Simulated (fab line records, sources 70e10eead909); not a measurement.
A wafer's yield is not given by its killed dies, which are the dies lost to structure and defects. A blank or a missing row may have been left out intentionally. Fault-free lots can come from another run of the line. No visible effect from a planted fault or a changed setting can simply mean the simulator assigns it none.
Matching of chambers ; flow nandHarc ; pecvd-04 running NHARC_A_M0_PRE_CLEAN_31: 3 sister chambers
The step time 12 s. 3 wafers are shown with their chamber, then 11 later ones without.

== WAFERS PAIRED WITH THEIR CHAMBERS ==
wafer;chamber;heaterPowerW (W)
L092.1;2;685
L092.5;1;608
L094.1;0;674

== WAFERS WHOSE CHAMBER IS MISSING ==
wafer;heaterPowerW (W)
L094.2;643
L094.5;665
L094.3;667
L094.4;690
L094.6;617
L093.2;658
L093.4;732
L093.6;572
L097.1;694
L097.4;642
L097.5;637

== THE CHAMBER EACH PASSED THROUGH ==
wafer;from the rows above;in truth
L094.2;can't be placed: 0 or 1 or 2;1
L094.5;can't be placed: 0 or 2 or 1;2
L094.3;can't be placed: 0 or 2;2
L094.4;can't be placed: 2 or 0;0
L094.6;can't be placed: 1 or 0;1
L093.2;can't be placed: 0 or 2 or 1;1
L093.4;can't be placed: 2 or 0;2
L093.6;1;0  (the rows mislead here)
L097.1;can't be placed: 2 or 0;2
L097.4;can't be placed: 0 or 1 or 2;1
L097.5;can't be placed: 1 or 0 or 2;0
Correctly placed: 0 of 11. Not placeable from these rows: 10 (in 10, the candidates include the true chamber). 1 placed wrongly.
How it was worked out, from the rows above alone: a wafer's distance from a chamber is the root of the sum, over the readings, of the square of ((its reading less the chamber's mean) divided by the reading's scatter). The wafer belongs to the nearest chamber; if the next one is less than 2 further off, it can't be placed. The mean given for a chamber averages the wafers shown for that chamber. The scatter: root of mean squared gap, hidden wafer to nearest shown wafer, with one shown wafer a chamber.
